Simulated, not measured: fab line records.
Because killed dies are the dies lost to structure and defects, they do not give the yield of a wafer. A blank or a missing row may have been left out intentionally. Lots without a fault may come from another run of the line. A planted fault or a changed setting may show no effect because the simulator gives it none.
fab line records | flow n5-finfet
[record] lots = 9 wafers = 27 last-day = 22
route steps=1938 shown GATE_CUT@497 BEOL_M4@1111
lots with no fault: from the same line, run without faults
start-h: hours from the record's first day to the start of the lot's first wafer shown | wait-h: hours elapsed since this lot's preceding step | " the same as in the row above | L1.1+2: one row covering several wafers at once | - no value, or no start given | * or withheld: withheld | < > ~ a bound
route shown NAME@n: names a module that has steps shown in the file, with the first one's number in the route | usual: mean and standard deviation over wafers with no fault | same: alike in all rows | chamber/n: place in a boat | sites: the reading at each site | _std_site: standard deviation across them | _edge_site: the outer-site mean with the inner-site mean subtracted | radius-mm: how far each site lies from the wafer's centre | mask NAME#n: copy n | behind: the most recent tool/chamber to have shaped the wafer | hold: what put the lot on hold/how long, in hours/how the hold closed | device: transistor that didn't switch, given as n, p or np | end of line: the same wafers' tests at the end of the route | a step given without rows: its recipe and nothing more | killed: at the first sort, the dies lost to defects and structure; wafer yield is something else | map: dies across one wafer; x = killed, . = not, _ = none there
set.NAME: the run value of the setting; set.NAME@STEP: its run value at that earlier step | model.NAME: the simulator's own value behind a step, which no gauge read
route steps across a sampled set of lots; one table per step, one row per wafer
services: the hour from which a tool's chamber was out of use, counted from the record's first day as start-h (under 0 if before that day), plus the number of hours and why
[[steps]]
[step N5_GATE_CUT_STRIP_41]
[recipe] chemistry = CF4 resist = SiARC power-w = 300 bias-power-w = 75 pressure-mtorr = 50 cf4-flow-sccm = 150 rf-frequency-hz = 6e+07
[usual] drypump-motor-current-A = 5.9/0.38 oes-product-au = 0.186/0.02 rf-vpp-V = 271.0/1.5 showerhead-plenum-p-Torr = 1.79/0.054 throttle-valve-pct = 13.56/0.18
// columns lot.wafer tool chamber start-h wait-h drypump-motor-current-A oes-product-au rf-hours-counter-h rf-vpp-V showerhead-plenum-p-Torr throttle-valve-pct
L551.4 rie-diel-01 2 97.52 0.0 5.7 0.188 46 271.5 1.83 13.68
L551.5 " 1 " " 5.6 0.172 - 269.5 1.71 13.84
L551.6 " 2 " " 5.7 0.198 - 272.4 1.83 13.69
L554.1 rie-diel-06 3 114.72 0.0 5.8 0.161 212 269.8 1.70 13.50
L554.3 " 2 " " 5.5 0.185 86 271.4 1.81 13.42
L554.4 " 0 " " 6.5 0.189 124 272.7 1.87 13.49
L555.3 rie-diel-06 3 119.31 0.0 5.8 0.160 213 271.3 1.70 13.50
L555.4 " 1 " " 6.3 0.150 249 270.0 1.77 14.06
L555.5 " 1 " " 6.3 0.155 - 270.2 1.77 14.08
L557.1 rie-diel-01 3 134.68 0.0 6.1 0.213 12 271.1 1.84 13.29
L557.3 " 2 " " 5.7 0.195 59 270.7 1.83 13.72
L557.6 " 1 " " 5.6 0.170 - 269.0 1.70 13.86
L558.2 rie-diel-06 3 143.01 0.0 5.8 0.165 222 268.9 1.70 13.52
L558.3 " 2 " " 5.5 0.192 96 272.0 1.81 13.43
L558.4 " 0 " " 6.5 0.175 133 272.9 1.86 13.51
L567.1 rie-diel-06 3 192.70 0.0 5.8 0.160 236 269.5 1.70 13.54
L567.2 " 2 " " 5.5 0.176 110 270.8 1.80 13.44
L567.5 " 2 " " 5.5 0.184 - 272.3 1.80 13.47
L569.1 rie-diel-01 1 203.54 0.0 5.6 0.162 245 268.3 1.70 13.91
L569.5 " 3 " " 6.0 0.203 - 272.4 1.83 13.36
L569.6 " 0 " " 5.4 0.205 - 270.3 1.76 13.46
L570.4 rie-diel-03 1 210.66 0.0 5.2 0.153 231 273.1 1.84 13.58
L570.5 " 0 " " 6.0 0.199 - 271.1 1.75 13.57
L570.6 " 1 " " 5.2 0.170 - 272.8 1.84 13.56
L571.3 rie-diel-03 0 217.97 0.0 6.0 0.195 50 270.1 1.75 13.60
L571.4 " 3 " " 6.2 0.185 106 271.5 1.74 13.44
L571.6 " 0 " " 6.0 0.199 - 270.8 1.75 13.61
[step N5_GATE_CUT_CUT_ETCH_53]
[recipe] chemistry = SF6/Cl2 target = W mask-material = SiO2 target-depth-a = 792 pressure-mtorr = 8 icp-w = 900 bias-w = 80 SF6_flow_sccm = 40 Cl2_flow_sccm = 60 ends = cleared
[usual] drypump-motor-current-A = 5.6/0.32 etch-rf-on-time-s = 26.3/0.38 oes-product-au = 0.66/0.067 rf-fwd-power-W = 879/3.5 throttle-valve-pct = 28.91/0.12
// columns lot.wafer tool chamber start-h wait-h drypump-motor-current-A etch-rf-on-time-s oes-product-au rf-fwd-power-W rf-hours-counter-h throttle-valve-pct
L551.4 rie-metal-02 0 97.71 0.1 6.3 26.3 0.74 878 - 28.97
L551.5 " 1 " " 5.7 25.8 0.58 882 - 28.97
L551.6 " 0 " " 6.3 26.3 0.73 881 - 28.96
L554.1 rie-metal-03 1 114.88 0.1 5.4 26.3 0.75 876 30 29.00
L554.3 " 0 " " 5.3 26.4 0.62 884 - 28.75
L554.4 " 1 " " 5.4 26.1 0.76 876 - 28.98
L555.3 rie-metal-03 0 119.50 0.1 5.3 26.5 0.62 884 - 28.75
L555.4 " 1 " " 5.4 26.4 0.75 877 - 29.01
L555.5 " 0 " " 5.3 26.6 0.63 885 - 28.76
L557.1 rie-metal-03 1 134.84 0.1 5.4 33.6 0.65 666 33 28.97
L557.3 " 0 " " 5.3 34.2 0.53 666 - 28.70
L557.6 " 1 " " 5.5 33.5 0.65 664 - 28.95
L558.2 rie-metal-03 1 143.18 0.1 5.4 33.7 0.65 669 34 28.95
L558.3 " 0 " " 5.3 34.0 0.54 669 - 28.70
L558.4 " 1 " " 5.5 33.7 0.65 671 - 28.94
L567.1 rie-metal-02 1 192.87 0.1 5.7 26.1 0.56 879 126 28.97
L567.2 " 0 " " 6.3 26.5 0.71 873 40 28.98
L567.5 " 1 " " 5.7 26.1 0.56 879 - 28.99
L569.1 rie-metal-01 1 203.71 0.1 5.9 25.8 0.60 875 92 29.07
L569.5 " 0 " " 5.5 26.4 0.60 878 - 28.72
L569.6 " 1 " " 5.9 25.5 0.60 873 - 29.07
L570.4 rie-metal-01 0 210.85 0.1 5.5 25.9 0.61 877 - 28.70
L570.5 " 1 " " 5.9 25.7 0.60 878 - 29.05
L570.6 " 0 " " 5.5 25.9 0.60 873 - 28.72
L571.3 rie-metal-01 0 218.16 0.1 5.5 25.9 0.60 883 - 28.73
L571.4 " 1 " " 5.9 25.6 0.60 882 - 29.07
L571.6 " 0 " " 5.5 25.8 0.60 884 - 28.74
[step N5_GATE_CUT_CUT_ETCH_55]
[recipe] chemistry = BCl3 target = HfO2 mask-material = SiO2 target-depth-a = 32 ion-energy-ev = 30 pressure-mtorr = 5 icp-w = 450 bias-w = 18 bcl3-flow-sccm = 80
[usual] drypump-motor-current-A = 5.6/0.32 oes-product-au = 0.73/0.074 rf-fwd-power-W = 440.8/2.1 throttle-valve-pct = 33.08/0.19
// columns lot.wafer tool chamber start-h wait-h drypump-motor-current-A oes-product-au rf-fwd-power-W rf-hours-counter-h throttle-valve-pct
L551.4 rie-metal-02 0 97.82 0.0 6.2 0.80 439.9 - 33.13
L551.5 " 1 " " 5.7 0.64 439.7 - 33.36
L551.6 " 0 " " 6.3 0.80 438.9 - 33.12
L554.1 rie-metal-03 1 115.00 0.0 5.4 0.83 442.5 30 33.01
L554.3 " 0 " " 5.3 0.68 440.8 - 33.00
L554.4 " 1 " " 5.4 0.83 440.6 - 33.02
L555.3 rie-metal-03 0 119.61 0.0 5.3 0.69 443.7 - 33.01
L555.4 " 1 " " 5.4 0.82 442.8 - 33.03
L555.5 " 0 " " 5.4 0.68 444.0 - 33.02
L557.1 rie-metal-03 1 134.96 0.0 5.5 0.82 442.3 33 33.03
L557.3 " 0 " " 5.3 0.69 443.9 - 33.01
L557.6 " 1 " " 5.5 0.82 438.7 - 33.03
L558.2 rie-metal-03 1 143.30 0.0 5.5 0.81 441.1 34 33.03
L558.3 " 0 " " 5.3 0.68 443.0 - 33.01
L558.4 " 1 " " 5.4 0.81 440.6 - 33.02
L567.1 rie-metal-02 1 193.03 0.1 5.7 0.62 442.5 126 33.36
L567.2 " 0 " " 6.2 0.78 438.1 40 33.12
L567.5 " 1 " " 5.7 0.62 439.9 - 33.37
L569.1 rie-metal-01 1 203.83 0.0 5.9 0.66 440.0 92 33.33
L569.5 " 0 " " 5.5 0.66 440.6 - 32.71
L569.6 " 1 " " 5.9 0.66 438.9 - 33.32
L570.4 rie-metal-01 0 210.96 0.0 5.6 0.67 438.8 - 32.71
L570.5 " 1 " " 5.9 0.66 439.1 - 33.32
L570.6 " 0 " " 5.5 0.67 435.7 - 32.68
L571.3 rie-metal-01 0 218.27 0.0 5.5 0.66 440.4 - 32.70
L571.4 " 1 " " 5.9 0.65 437.9 - 33.32
L571.6 " 0 " " 5.5 0.66 441.1 - 32.69
[step N5_GATE_CUT_ETCH_47]
[recipe] chemistry = Cl2/BCl3 target = SiO2 target-depth-a = 100 pressure-mtorr = 10 icp-w = 1000 bias-w = 126 Cl2_flow_sccm = 53.25 bcl3-flow-sccm = 21.75 Ar_flow_sccm = 25
[usual] drypump-motor-current-A = 5.6/0.32 oes-product-au = 0.72/0.074 rf-fwd-power-W = 980/5.1 throttle-valve-pct = 22.81/0.094
// columns lot.wafer tool chamber start-h wait-h drypump-motor-current-A oes-product-au rf-fwd-power-W rf-hours-counter-h throttle-valve-pct
L551.4 rie-metal-02 0 97.85 0.0 6.3 0.80 975 - 22.80
L551.5 " 1 " " 5.7 0.64 983 - 22.94
L551.6 " 0 " " 6.2 0.80 978 - 22.79
L554.1 rie-metal-03 1 115.03 0.0 5.5 0.82 977 30 22.82
L554.3 " 0 " " 5.3 0.68 982 - 22.73
L554.4 " 1 " " 5.5 0.82 979 - 22.83
L555.3 rie-metal-03 0 119.64 0.0 5.3 0.69 981 - 22.71
L555.4 " 1 " " 5.4 0.83 979 - 22.82
L555.5 " 0 " " 5.3 0.68 977 - 22.72
L557.1 rie-metal-03 1 134.99 0.0 5.4 0.82 978 33 22.83
L557.3 " 0 " " 5.3 0.68 982 - 22.73
L557.6 " 1 " " 5.4 0.82 982 - 22.83
L558.2 rie-metal-03 1 143.33 0.0 5.5 0.82 987 34 22.83
L558.3 " 0 " " 5.3 0.69 989 - 22.71
L558.4 " 1 " " 5.4 0.81 982 - 22.84
L567.1 rie-metal-02 1 193.07 0.0 5.7 0.62 980 126 22.96
L567.2 " 0 " " 6.3 0.79 980 40 22.80
L567.5 " 1 " " 5.7 0.62 980 - 22.95
L569.1 rie-metal-01 1 203.86 0.0 5.8 0.66 971 92 23.00
L569.5 " 0 " " 5.5 0.67 972 - 22.70
L569.6 " 1 " " 5.9 0.66 974 - 22.98
L570.4 rie-metal-01 0 210.99 0.0 5.5 0.66 976 - 22.69
L570.5 " 1 " " 5.9 0.65 977 - 22.98
L570.6 " 0 " " 5.6 0.67 975 - 22.72
L571.3 rie-metal-01 0 218.30 0.0 5.6 0.66 971 - 22.70
L571.4 " 1 " " 5.9 0.66 982 - 23.00
L571.6 " 0 " " 5.6 0.67 973 - 22.70
[step N5_BEOL_M4_RC_MEAS_101]
[usual] DIBL_N = 36.3/1.1 DIBL_P = 36.3/1.4 IOFF_N = 0.155/0.019 IOFF_P = 0.211/0.027 ION_N = 672/8.5 ION_P = 462/5.8 SS_N = 71.5/0.56 SS_P = 73.3/0.52 VT_N = 249.9/2.5 VT_P = -249.8/2.8
// columns lot.wafer tool chamber start-h wait-h DIBL_N[mV/V] DIBL_P[mV/V] IOFF_N[nA/um] IOFF_P[nA/um] ION_N[uA/um] ION_P[uA/um] SS_N[mV/dec] SS_P[mV/dec] VT_N[mV] VT_P[mV]
L551.4 prober-01 0 228.86 0.5 35.6 36.9 0.152 0.178 669 451 71.1 73.6 248.7 -253.7
L551.5 " 0 " " 34.9 35.4 0.134 0.170 670 456 71.3 73.3 249.2 -252.4
L551.6 " 0 " " 35.7 35.9 0.153 0.178 671 455 72.0 73.3 251.5 -253.4
L554.1 prober-01 0 250.22 0.0 36.3 36.4 0.166 0.199 684 462 71.2 73.6 248.7 -252.6
L554.3 " 0 " " 34.8 33.7 0.135 0.167 677 463 71.3 72.6 252.9 -251.8
L554.4 " 0 " " 36.3 35.6 0.171 0.199 691 465 71.8 73.6 248.2 -250.2
L555.3 prober-01 0 257.20 0.3 38.0 36.8 0.165 0.207 667 454 71.7 73.4 248.1 -253.2
L555.4 " 0 " " 37.0 36.1 0.151 0.196 676 456 70.8 72.4 249.1 -252.9
L555.5 " 0 " " 37.8 36.5 0.166 0.200 680 455 71.3 73.5 249.3 -253.1
L558.2 prober-02 0 311.20 0.2 35.9 36.0 0.138 0.162 662 451 71.5 73.4 250.9 -255.3
L558.3 " 0 " " 35.7 35.8 0.138 0.165 671 455 71.1 72.9 253.8 -253.9
L558.4 " 0 " " 35.2 35.6 0.128 0.158 668 456 70.8 72.3 255.3 -256.4
L570.4 prober-01 0 368.66 0.5 34.9 37.6 0.168 0.241 668 470 70.4 73.3 247.3 -247.3
L570.5 " 0 " " 34.3 36.8 0.150 0.235 673 472 71.7 73.1 249.5 -244.4
L570.6 " 0 " " 34.9 36.6 0.157 0.232 665 465 71.8 72.6 251.7 -248.7
L567.1 prober-02 0 385.35 0.0 38.3 37.3 0.176 0.236 677 462 71.2 73.9 245.9 -248.3
L567.2 " 0 " " 37.5 35.8 0.154 0.206 680 465 71.6 73.1 252.5 -249.6
L567.5 " 0 " " 36.9 35.6 0.149 0.204 669 457 71.5 73.6 250.5 -249.6
L569.1 prober-02 0 390.06 0.0 36.5 36.4 0.150 0.210 676 466 71.5 72.9 250.0 -250.0
L569.5 " 0 " " 40.0 40.9 0.228 0.301 699 479 72.5 74.0 242.9 -244.8
L569.6 " 0 " " 37.1 37.2 0.171 0.236 677 471 71.1 73.1 246.3 -247.0
L557.1 prober-02 0 399.64 0.0 35.6 35.6 0.134 0.184 670 460 71.4 73.3 250.1 -253.3
L557.3 " 0 " " 35.7 36.2 0.138 0.190 664 463 71.3 72.7 251.8 -253.4
L557.6 " 0 " " 36.2 36.6 0.144 0.195 668 461 71.4 73.2 250.7 -251.7
L571.3 prober-01 0 401.12 0.3 35.6 35.2 0.158 0.210 682 464 72.1 73.3 248.2 -248.4
L571.4 " 0 " " 36.3 34.7 0.159 0.200 666 459 72.0 73.4 249.2 -250.9
L571.6 " 0 " " 36.0 35.2 0.158 0.205 675 458 71.3 73.0 249.8 -249.2
[[services]]
// columns tool chamber start-h hours kind
rie-diel-01 3 77.62 - clean
rie-diel-01 3 77.62 - consumable-replace:focus-ring
rie-diel-01 3 77.62 17.9 scheduled-down
rie-diel-01 3 77.62 17.9 vent-cycle
rie-diel-03 - 82.64 0.7 repair
rie-metal-01 - 91.69 2.8 pm
rie-metal-03 - 104.76 1.4 pm
rie-diel-03 3 106.94 1.8 repair
rie-diel-06 1 123.02 - clean
rie-diel-06 1 123.02 - consumable-replace:focus-ring
rie-diel-06 1 123.02 17.3 scheduled-down
rie-diel-06 1 123.02 17.3 vent-cycle
rie-diel-03 0 125.34 6.0 repair
rie-diel-01 0 128.42 - clean
rie-diel-01 0 128.42 - consumable-replace:focus-ring
rie-diel-01 0 128.42 12.2 scheduled-down
rie-metal-03 1 145.96 11.0 repair
rie-diel-01 2 154.65 6.9 repair
rie-metal-02 - 181.79 0.6 repair
rie-diel-01 0 189.86 5.1 repair
rie-diel-01 2 208.89 1.8 repair
rie-metal-02 1 211.89 - clean
rie-metal-02 1 211.89 15.6 scheduled-down
rie-metal-02 1 211.89 15.6 vent-cycle
[[key]]
[first-sign] step = N5_GATE_CUT_CUT_ETCH_53 reading = rf-fwd-power-W direction = down sigmas = 61 usual = * struck = *
[effect] step = N5_GATE_CUT_CUT_ETCH_53 reading = etch-rf-on-time-s direction = up sigmas = 20 usual = * struck = *
met-at N5_GATE_CUT_CUT_ETCH_53
struck-lots L557,L558
not-acting-at N5_GATE_CUT_STRIP_41,N5_GATE_CUT_CUT_ETCH_55,N5_GATE_CUT_ETCH_47
onset-between 119.50 134.84
[fault] kind = process-parameter-drift tool = rie-metal-03 chamber = - onset-h = 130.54 steps = N5_GATE_CUT_CUT_ETCH_53 channel = icp-w offset = -216 shape = step end-h = 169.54 acts-in = these-recipes-only stated = 900
